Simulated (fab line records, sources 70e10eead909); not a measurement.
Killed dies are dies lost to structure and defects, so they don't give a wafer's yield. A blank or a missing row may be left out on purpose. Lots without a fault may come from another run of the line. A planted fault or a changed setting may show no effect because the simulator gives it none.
fab line records | flow nand_harc
record lots=5 wafers=14 last_day=25
route steps=1159 shown A_SOURCE_PLATE@418 A_ONON_D1@424 END@1159
lots that met no fault: from a run of the same line without faults
start_h: hours from the record's first day to the start of the lot's first wafer shown | wait_h: hours since the lot's step before | " the same as in the row above | L1.1+2: a row that stands for several wafers | - no value, or no start given | * or withheld: withheld | < > ~ a bound
route shown NAME@n: a module of which the file shows steps, and the number in the route of the first | usual: mean/standard deviation of fault-free wafers | same: alike in all rows | chamber/n: place in a boat | sites: the reading at each site | _std_site: their standard deviation | _edge_site: outer sites' mean less inner sites' | radius_mm: how far each site lies from the wafer's centre | mask NAME#n: copy n | behind: the tool/chamber that last shaped the wafer | hold: why the lot was held/for how many hours/how that ended | device: the transistor (n, p or np) that didn't switch | end of line: the same wafers' tests at the end of the route | a step without rows: its recipe alone | killed: dies lost to structure and defects at the first sort, not the wafer's yield | map: a wafer's dies, x killed, . not, _ none there
set.NAME: the setting as run; set.NAME@STEP: as run at that earlier step | model.NAME: the simulator's own value behind a step, which no gauge read
lots at some steps of the route; a table a step, a row a wafer
services: from which hour (start_h, from the record's first day; less than 0 if before it) a tool's chamber was out of use, for how many hours, and why
## steps
# step NHARC_A_SOURCE_PLATE_CVD_03
# recipe target_thk_a=2000 temp_c=620 pressure_mtorr=200 time_s=4000 material=poly-Si
# step NHARC_A_SOURCE_PLATE_ANNEAL_05
# recipe temp_c=850 time_s=1800
# step NHARC_A_SOURCE_PLATE_THK_MEAS_06
# recipe thk_meas_gauge=ellipsometry
# usual thk_nm=200.1/2.1
# columns lot.wafer tool chamber start_h wait_h thk_nm
L137.1 film_metro-01 - 156.60 0.4 198.5
L137.5 " - " " 197.8
L137.6 " - " " 197.5
L144.2 film_metro-01 - 202.89 0.4 198.4
L144.4 " - " " 194.9
L153.2 film_metro-01 - 261.03 0.4 198.6
L153.5 " - " " 199.3
L153.6 " - " " 198.4
L159.2 film_metro-02 - 284.58 0.4 199.8
L159.4 " - " " 199.9
L159.6 " - " " 200.9
L160.1 film_metro-02 - 288.61 0.4 195.2
L160.5 " - " " 198.4
L160.6 " - " " 198.4
# step NHARC_A_SOURCE_PLATE_INSPECT_08
# usual raw_defect_count=63/30
# columns lot.wafer tool chamber start_h wait_h raw_defect_count
L137.1 defect_inspect-02 - 156.68 0.0 58
L137.5 " - " " 40
L137.6 " - " " 55
L144.2 defect_inspect-01 - 202.95 0.0 85
L144.4 " - " " 90
L153.2 defect_inspect-01 - 261.10 0.0 90
L153.5 " - " " 81
L153.6 " - " " 116
L159.2 defect_inspect-02 - 284.64 0.0 82
L159.4 " - " " 98
L159.6 " - " " 38
L160.1 defect_inspect-02 - 288.73 0.0 82
L160.5 " - " " 88
L160.6 " - " " 110
# step NHARC_A_ONON_D1_DEP_00
# recipe target_thk_a=10000 n2_flow_sccm=2750 n2o_flow_sccm=2000 nh3_flow_sccm=500 sih4_flow_sccm=210 temp_c=400
# step NHARC_A_ONON_D1_THK_MEAS_02
# recipe thk_meas_gauge=ellipsometry
# usual thk_nm=1000/12
# columns lot.wafer tool chamber start_h wait_h thk_nm
L137.1 film_metro-02 - 157.26 - 1014
L137.5 " - " " 1015
L137.6 " - " " 1017
L144.2 film_metro-01 - 203.53 - 994
L144.4 " - " " 995
L153.2 film_metro-02 - 261.68 - 996
L153.5 " - " " 998
L153.6 " - " " 998
L159.2 film_metro-01 - 285.22 - 980
L159.4 " - " " 983
L159.6 " - " " 982
L160.1 film_metro-01 - 289.30 - 986
L160.5 " - " " 986
L160.6 " - " " 985
# step NHARC_A_ONON_D1_DEP_03
# recipe target_thk_a=10000 n2_flow_sccm=2750 n2o_flow_sccm=2000 nh3_flow_sccm=500 sih4_flow_sccm=210 temp_c=400
# step NHARC_A_ONON_D1_THK_MEAS_05
# recipe thk_meas_gauge=ellipsometry
# usual thk_nm=1000/7.1
# columns lot.wafer tool chamber start_h wait_h thk_nm
L137.1 film_metro-02 - 157.82 - 1004
L137.5 " - " " 1004
L137.6 " - " " 1002
L144.2 film_metro-02 - 204.10 - 985
L144.4 " - " " 985
L153.2 film_metro-01 - 262.26 - 994
L153.5 " - " " 994
L153.6 " - " " 994
L159.2 film_metro-01 - 285.79 - 998
L159.4 " - " " 998
L159.6 " - " " 999
L160.1 film_metro-02 - 289.87 - 996
L160.5 " - " " 995
L160.6 " - " " 996
# step NHARC_A_ONON_D1_DEP_06
# recipe target_thk_a=10000 n2_flow_sccm=2750 n2o_flow_sccm=2000 nh3_flow_sccm=500 sih4_flow_sccm=210 temp_c=400
# step NHARC_A_ONON_D1_THK_MEAS_08
# recipe thk_meas_gauge=ellipsometry
# usual thk_nm=999/8.4
# columns lot.wafer tool chamber start_h wait_h thk_nm
L137.1 film_metro-01 - 158.41 - 989
L137.5 " - " " 987
L137.6 " - " " 988
L144.2 film_metro-02 - 204.67 - 993
L144.4 " - " " 992
L153.2 film_metro-02 - 262.83 - 989
L153.5 " - " " 991
L153.6 " - " " 987
L159.2 film_metro-01 - 286.35 - 1006
L159.4 " - " " 1007
L159.6 " - " " 1007
L160.1 film_metro-02 - 290.44 - 1006
L160.5 " - " " 1004
L160.6 " - " " 1005
# step NHARC_A_ONON_D1_DEP_09
# recipe target_thk_a=10000 n2_flow_sccm=2750 n2o_flow_sccm=2000 nh3_flow_sccm=500 sih4_flow_sccm=210 temp_c=400
# columns lot.wafer tool chamber start_h wait_h
L137.1+5+6 pecvd_onon-04 0 158.47 0.1
L144.2+4 pecvd_onon-03 0 204.79 0.1
L153.2+5+6 pecvd_onon-02 0 262.94 0.1
L159.2+4+6 pecvd_onon-03 0 286.47 0.1
L160.1+5+6 pecvd_onon-02 0 290.49 0.1
# step NHARC_A_ONON_D1_THK_MEAS_11
# recipe thk_meas_gauge=ellipsometry
# usual thk_nm=1003/6.4
# columns lot.wafer tool chamber start_h wait_h thk_nm
L137.1 film_metro-01 - 158.97 - 1007
L137.5 " - " " 1007
L137.6 " - " " 1006
L144.2 film_metro-02 - 205.24 - 1003
L144.4 " - " " 1541
L153.2 film_metro-02 - 263.40 - 1007
L153.5 " - " " 1007
L153.6 " - " " 1008
L159.2 film_metro-02 - 286.92 - 1004
L159.4 " - " " 1005
L159.6 " - " " 1006
L160.1 film_metro-01 - 291.01 - 1003
L160.5 " - " " 1005
L160.6 " - " " 1002
# step NHARC_A_ONON_D1_DEP_12
# recipe target_thk_a=10000 n2_flow_sccm=2750 n2o_flow_sccm=2000 nh3_flow_sccm=500 sih4_flow_sccm=210 temp_c=400
# step NHARC_END_SORT_01
# recipe temp_c=25
# usual killed_at_array=28/11 killed_at_other=0.7/0.88 killed_at_periphery=3.1/2.2 killed_dies=31/12 killed_open=3.3/2 killed_short=2.0/1.6
# same gross_dies=677
# columns lot.wafer tool chamber start_h wait_h killed_at_array killed_at_other killed_at_periphery killed_dies killed_open killed_short
L144.4 prober-01 0 490.08 3.4 672 2 3 677 7 3
# killed by level:class
L144.4 A_ONON_D1:area_dep=633 A_CHANNEL_HOLE_D1:chamber_film_flake=14 A_SLIT:chamber_film_flake=10 A_CONTACT:chamber_film_flake=4 A_CHANNEL_FILL_D1:geometric_particle:open=2 A_CHANNEL_FILL_D1:geometric_particle:short=2 A_CONTACT:geometric_particle:open=2 P_GATE:chamber_film_flake=2
# map L144.4 (x killed, . not)
____________x____________
_________xxxxxxx_________
_______xxxxxxxxxxx_______
______xxxxxxxxxxxxx______
_____xxxxxxxxxxxxxxx_____
____xxxxxxxxxxxxxxxxx____
____xxxxxxxxxxxxxxxxx____
___xxxxxxxxxxxxxxxxxxx___
___xxxxxxxxxxxxxxxxxxx___
__xxxxxxxxxxxxxxxxxxxxx__
__xxxxxxxxxxxxxxxxxxxxx__
_xxxxxxxxxxxxxxxxxxxxxxx_
_xxxxxxxxxxxxxxxxxxxxxxx_
_xxxxxxxxxxxxxxxxxxxxxxx_
_xxxxxxxxxxxxxxxxxxxxxxx_
_xxxxxxxxxxxxxxxxxxxxxxx_
xxxxxxxxxxxxxxxxxxxxxxxxx
xxxxxxxxxxxxxxxxxxxxxxxxx
xxxxxxxxxxxxxxxxxxxxxxxxx
xxxxxxxxxxxxxxxxxxxxxxxxx
xxxxxxxxxxxxxxxxxxxxxxxxx
_xxxxxxxxxxxxxxxxxxxxxxx_
_xxxxxxxxxxxxxxxxxxxxxxx_
_xxxxxxxxxxxxxxxxxxxxxxx_
_xxxxxxxxxxxxxxxxxxxxxxx_
_xxxxxxxxxxxxxxxxxxxxxxx_
__xxxxxxxxxxxxxxxxxxxxx__
__xxxxxxxxxxxxxxxxxxxxx__
___xxxxxxxxxxxxxxxxxxx___
___xxxxxxxxxxxxxxxxxxx___
____xxxxxxxxxxxxxxxxx____
____xxxxxxxxxxxxxxxxx____
_____xxxxxxxxxxxxxxx_____
______xxxxxxxxxxxxx______
_______xxxxxxxxxxx_______
_________xxxxxxx_________
____________x____________
# map L159.6 (x killed, . not)
____________.____________
_________......._________
_______......x..x._______
______x....x.......______
_____..............._____
____.................____
____.................____
___......x............___
___........x........x.___
__.....................__
__................x....__
_..........x............_
_......................._
_.....................x._
_...........x..........._
_...............x......._
......x...x..x.........x.
..x...................x..
................x......x.
...................x..x.x
..............x..x.....x.
_..........x.........x.._
_....................xxx_
_..................xx..._
_...x..............xxxxx_
_..x..................x._
__x...............x.x.x__
__...............x..x.x__
___................xxx___
___..................x___
____...............xx____
____.....x...........____
_____..............._____
______............x______
_______...x......._______
_________...x..._________
____________.____________
## services
# columns tool chamber start_h hours kind
pecvd_onon-03 - 153.19 13.0 pm
pecvd_onon-04 - 237.00 13.0 pm
## key
first_sign step=NHARC_A_ONON_D1_THK_MEAS_11 reading=thk_nm direction=up sigmas=84 usual=1003 struck=1541
effect step=NHARC_END_SORT_01 reading=killed_at_array direction=up sigmas=57 usual=28 struck=672
more_kills_born_at NHARC_A_ONON_D1_DEP_09@pecvd_onon-03=633
met_at NHARC_A_ONON_D1_DEP_09
struck_wafers L144.4
later_rows_left_out L144.4
tester_left_out L144
fault kind=process_parameter_drift tool=pecvd_onon-03 chamber=- onset_h=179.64 steps=NHARC_A_ONON_D1_DEP_09 channel=target_thk_a offset=* shape=step end_h=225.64 scope=struck_wafers_only acts_in=* stated=*
# tester_left_out: of these lots the tester's yield and bins aren't shown, on N5 and GAA mostly nor the transistor test; their killed dies are dies lost to structure and defects alone, not to doping, threshold or leakage, so they don't give the yield
# later_rows_left_out: the simulator's readings of these wafers behind a module that went badly wrong aren't trusted and aren't shown, but for the sort
